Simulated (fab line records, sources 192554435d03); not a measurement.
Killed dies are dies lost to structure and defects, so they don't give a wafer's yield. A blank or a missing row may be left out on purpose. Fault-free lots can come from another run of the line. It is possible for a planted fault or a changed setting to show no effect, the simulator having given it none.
Which tool was responsible?	flow n5-finfet	24 wafers from 8 lots sampled at 8 of the route's 1938 steps

## WHAT THE GAUGES READ, wafer by wafer
N5_BEOL_M4_RC_MEAS_101. Usual: DIBL_N 36.3 mV/V, standard deviation 1.6; DIBL_P 36.4 mV/V, standard deviation 2.1; IOFF_N 0.16 nA/um, standard deviation 0.032; IOFF_P 0.22 nA/um, standard deviation 0.044; ION_N 675 uA/um, standard deviation 12; ION_P 463 uA/um, standard deviation 8.3; SS_N 71.6 mV/dec, standard deviation 0.64; SS_P 73.3 mV/dec, standard deviation 0.67; VT_N 250 mV, standard deviation 3.3; VT_P -250 mV, standard deviation 3.7.
lot	measured	on	DIBL_N (mV/V)	DIBL_P (mV/V)	IOFF_N (nA/um)	IOFF_P (nA/um)	ION_N (uA/um)	ION_P (uA/um)	SS_N (mV/dec)	SS_P (mV/dec)	VT_N (mV)	VT_P (mV)	flag
L454	day 10 15:55	prober-01	35.5 35.7 34.7	36.4 36.0 34.5	0.16 0.15 0.13	0.22 0.21 0.18	679 668 663	465 457 451	71.4 71.8 71.7	73.5 72.9 73.5	248 251 253	-251 -248 -250	
L455	day 11 12:28	prober-01	36.8 36.9 37.2	38.9 38.7 40.1	0.19 0.19 0.20	0.26 0.26 0.29	690 682 697	472 471 486	71.3 71.8 71.9	74.1 73.6 74.9	249 249 247	-248 -248 -245	
L462	day 13 12:34	prober-02	35.9 38.0 36.0	34.6 38.2 35.5	0.14 0.19 0.15	0.19 0.24 0.20	661 675 661	454 463 457	72.3 71.3 71.9	73.2 73.5 73.4	251 246 251	-250 -249 -250	
L463	day 13 18:07	prober-02	34.7 33.1 35.3	35.1 33.9 35.8	0.14 0.11 0.15	0.20 0.18 0.20	663 651 668	458 457 462	71.4 71.3 71.0	73.7 73.1 74.1	253 257 251	-253 -252 -251	
L465	day 13 20:44	prober-01	38.0 33.7 34.7	37.5 32.2 33.5	0.20 0.12 0.13	0.26 0.17 0.18	699 654 674	471 452 461	72.3 70.6 71.4	74.3 72.7 74.0	246 253 251	-244 -250 -251	
L466	day 14 11:29	prober-02	34.9 37.0 37.3	35.0 37.8 37.6	0.14 0.18 0.18	0.19 0.24 0.23	666 681 685	465 469 467	71.3 71.4 71.3	72.3 73.3 73.4	251 246 244	-251 -247 -249	
L469	day 15 14:51	prober-02	35.6 34.9 36.8	35.1 34.2 35.7	0.12 0.12 0.14	0.18 0.17 0.19	648 672 667	450 464 461	71.4 70.7 70.9	73.4 73.2 72.4	255 254 252	-253 -251 -253	
L470	day 15 18:29	prober-02	35.4 34.7 40.7	36.1 35.6 41.8	0.13 0.13 0.24	0.16 0.16 0.26	665 662 697	456 456 463	71.8 71.1 73.0	72.6 73.2 74.2	254 252 245	-253 -256 -247	

N5_BEOL_M9_THK_MEAS_53: measures by xrf. Usual: M9_THK gives 139 nm (standard deviation 3.4).
lot	measured	on	M9_THK (nm)	flag
L454	day 12 16:37	film-metro-02	140 138 145	
L455	day 13 10:17	film-metro-02	139 139 140	
L462	day 15 18:43	film-metro-02	313 310 315	OFF
L463	day 15 19:16	film-metro-01	311 315 312	OFF
L465	day 15 20:39	film-metro-02	137 138 136	
L466	day 16 12:18	film-metro-01	137 146 137	
L469	day 17 16:51	film-metro-02	137 138 138	
L470	day 17 15:16	film-metro-02	140 140 145	

N5_BEOL_M9_RS_MEAS_57: measures by four-point-probe. Usual: M9_RS gives 0.150 ohm/sq (standard deviation 0.0037).
lot	measured	on	M9_RS (ohm/sq)	flag
L454	day 12 16:45	film-metro-01	0.150 0.152 0.144	
L455	day 13 10:25	film-metro-02	0.151 0.151 0.151	
L462	day 15 18:52	film-metro-02	0.060 0.061 0.060	OFF
L463	day 15 19:26	film-metro-01	0.061 0.060 0.060	OFF
L465	day 15 20:49	film-metro-01	0.153 0.153 0.154	
L466	day 16 12:26	film-metro-01	0.154 0.144 0.155	
L469	day 17 16:59	film-metro-01	0.155 0.153 0.154	
L470	day 17 15:25	film-metro-01	0.151 0.150 0.144	

N5_BEOL_M9_INSPECT_58: inspects for defects (darkfield). Usual: raw-defect-count at 68, with a standard deviation of 21.
lot	measured	on	raw-defect-count	flag
L454	day 12 16:47	defect-inspect-02	90 60 106	
L455	day 13 10:27	defect-inspect-02	45 64 44	
L462	day 15 18:53	defect-inspect-01	4307 4410 4404	OFF
L463	day 15 19:28	defect-inspect-02	4311 4436 4390	OFF
L465	day 15 20:50	defect-inspect-02	114 76 52	
L466	day 16 12:28	defect-inspect-02	42 25 33	
L469	day 17 17:01	defect-inspect-01	53 69 54	
L470	day 17 15:26	defect-inspect-02	66 40 41	

## WHAT TOOL EACH LOT RAN ON (gives the tool, then ch and the chambers of the sampled wafers, and finally the start)
lot	N5_BEOL_M9_ETCH_41	N5_BEOL_M9_CURE_72	N5_BEOL_M9_SPUTTER_48	N5_BEOL_M9_CMP_52
L454	rie-diel-01 ch 1,3, day 12 14:25 or earlier	uv-cure-02 ch 2, day 12 14:25	pvd-sputter-03, day 12 15:26	cmp-04 ch 0,1,2, day 12 16:19
L455	rie-diel-04 ch 1,2, day 13 07:48 or earlier	uv-cure-03 ch 1, day 13 07:48	pvd-sputter-01, day 13 09:16	cmp-03 ch 0,2,3, day 13 10:04
L462	rie-diel-01 ch 0,2, day 15 15:47 or earlier	uv-cure-03 ch 2, day 15 15:47	pvd-sputter-02, day 15 17:54	cmp-04 ch 0,1, day 15 18:25
L463	rie-diel-04 ch 0,1,2, day 15 16:47 or earlier	uv-cure-03 ch 2, day 15 16:47	pvd-sputter-02, day 15 18:13	cmp-01 ch 0,2,3, day 15 19:00
L465	rie-diel-04 ch 0,1,2, day 15 18:11 or earlier	uv-cure-03 ch 1, day 15 18:11	pvd-sputter-02, day 15 19:45	cmp-01 ch 0,1, day 15 20:21
L466	rie-diel-04 ch 0,1,3, day 16 09:53 or earlier	uv-cure-02 ch 2, day 16 09:53	pvd-sputter-01, day 16 11:22	cmp-01 ch 0,2, day 16 12:01
L469	rie-diel-04 ch 0,1,2, day 17 14:46 or earlier	uv-cure-03 ch 1, day 17 14:46	pvd-sputter-03, day 17 15:38	cmp-04 ch 1,2,3, day 17 16:34
L470	rie-diel-04 ch 0,2,3, day 17 11:44 or earlier	uv-cure-02 ch 0, day 17 11:44	pvd-sputter-03, day 17 14:27	cmp-01 ch 1,2,3, day 17 14:59
- N5_BEOL_M9_ETCH_41: etches SiCN in CH3F/O2, target depth 36.6 nm, time 70.1 s.
- N5_BEOL_M9_CURE_72: cures SiCOH lowk, time 120 s.
- N5_BEOL_M9_SPUTTER_48: material Cu, target thk 12 nm, time 2 s.
- N5_BEOL_M9_CMP_52: polishes, stops on SiCOH lowk, t overpolish 7 s, target thk 140 nm.

## WHAT THE TOOLS THEMSELVES READ (means of the sampled wafers that have a number; where no wafer has one, the mark that the record gives instead)
N5_BEOL_M9_ETCH_41. Usual: CH3F_flow_sccm 30.00 sccm, standard deviation 0.085; drypump-motor-current-A 5.7 A, standard deviation 0.37; mfc-ar-sccm 150.0 sccm, standard deviation 0.4; oes-product-au 0.82 a.u., standard deviation 0.09; rf-vpp-V 296.8 V, standard deviation 1.3; showerhead-plenum-p-Torr 1.97 Torr, standard deviation 0.056; throttle-valve-pct 16.37 %, standard deviation 0.15.
lot	tool	CH3F_flow_sccm (sccm)	drypump-motor-current-A (A)	mfc-ar-sccm (sccm)	oes-product-au (a.u.)	rf-vpp-V (V)	showerhead-plenum-p-Torr (Torr)	throttle-valve-pct (%)	flag
L454	rie-diel-01	30.11	6.3	150.0	0.80	296.9	1.99	16.36	
L455	rie-diel-04	29.89	5.6	150.0	0.80	296.0	1.93	16.33	
L462	rie-diel-01	29.94	5.4	150.4	0.82	297.2	2.03	16.25	
L463	rie-diel-04	29.91	5.7	149.8	0.80	295.7	1.93	16.30	
L465	rie-diel-04	29.97	5.7	150.0	0.80	295.6	1.93	16.30	
L466	rie-diel-04	30.02	5.8	149.8	0.87	296.9	1.95	16.34	
L469	rie-diel-04	30.05	5.7	150.1	0.78	296.0	1.93	16.33	
L470	rie-diel-04	29.97	5.7	150.2	0.84	295.7	1.95	16.33	

N5_BEOL_M9_CURE_72. Usual: lamp-power-pct 52.31 %, standard deviation 0.049; wafer_temp_C_max 371.8, standard deviation 0.48.
lot	tool	lamp-power-pct (%)	wafer_temp_C_max	flag
L454	uv-cure-02	52.29	371.6	
L455	uv-cure-03	52.32	371.8	
L462	uv-cure-03	52.32	371.5	
L463	uv-cure-03	52.29	371.8	
L465	uv-cure-03	52.29	372.3	
L466	uv-cure-02	52.34	372.2	
L469	uv-cure-03	52.28	372.0	
L470	uv-cure-02	52.30	371.5	

N5_BEOL_M9_SPUTTER_48. Usual: throttle-valve-pct at 29.7 %, with a standard deviation of 0.9.
lot	tool	throttle-valve-pct (%)	flag
L454	pvd-sputter-03	29.7	
L455	pvd-sputter-01	30.1	
L462	pvd-sputter-02	29.3	
L463	pvd-sputter-02	29.2	
L465	pvd-sputter-02	29.2	
L466	pvd-sputter-01	29.6	
L469	pvd-sputter-03	30.2	
L470	pvd-sputter-03	30.2	

N5_BEOL_M9_CMP_52. Usual: barrier-field-endpoint-s 28.8 s, standard deviation 0.79; clearing-platen-down-force-psi 1.500 psi, standard deviation 0.003; motor-current-A 6.0 A, standard deviation 0.75; overpolish-run-s 6.999 s, standard deviation 0.0097; time-to-endpoint-s 65.6 s, standard deviation 2.8.
lot	tool	barrier-field-endpoint-s (s)	clearing-platen-down-force-psi (psi)	motor-current-A (A)	overpolish-run-s (s)	time-to-endpoint-s (s)	flag
L454	cmp-04	29.4	1.497	5.5	6.998	65.4	
L455	cmp-03	28.0	1.501	5.7	7.000	65.9	
L462	cmp-04	-	-	-	-	-	OFF
L463	cmp-01	-	-	-	-	-	OFF
L465	cmp-01	28.5	1.502	5.7	6.996	60.4	
L466	cmp-01	29.6	1.501	7.2	6.985	67.4	
L469	cmp-04	28.4	1.499	6.0	7.001	62.8	
L470	cmp-01	28.6	1.498	6.0	6.996	66.0	

## THE ANSWER, worked out from the rows above alone
Rule: a lot is off if the mean of its wafers that have a number lies more than 3 standard deviations from the usual mean. A lot without any number at a reading at which 4 lots or more have one is off too. Where the step has rows for the other lots, those lots are counted as sound. After the gauges, taken in route order, come the tools' own readings; for these a lot's mean is taken, as printed above. The first step at which some lot is off is used, and at that step the reading that is off furthest; a lot without a number counts as furthest.
Off: L462, L463, at N5_BEOL_M9_THK_MEAS_53 (M9_THK).
If a tool, at a process step before that reading, ran all the lots that are off and no sound lot after the first of them, it fits. The gauges at N5_BEOL_M9_THK_MEAS_53 aren't tried: what is off there is off at N5_BEOL_M9_INSPECT_58 too, on other tools, and a gauge's error can't cause that. N5_BEOL_M9_ETCH_41: start missing for some lots; hours and lot order therefore follow N5_BEOL_M9_CURE_72. Of those tried, none fits.

## WHAT HAD BEEN PUT IN BY THE SIMULATOR
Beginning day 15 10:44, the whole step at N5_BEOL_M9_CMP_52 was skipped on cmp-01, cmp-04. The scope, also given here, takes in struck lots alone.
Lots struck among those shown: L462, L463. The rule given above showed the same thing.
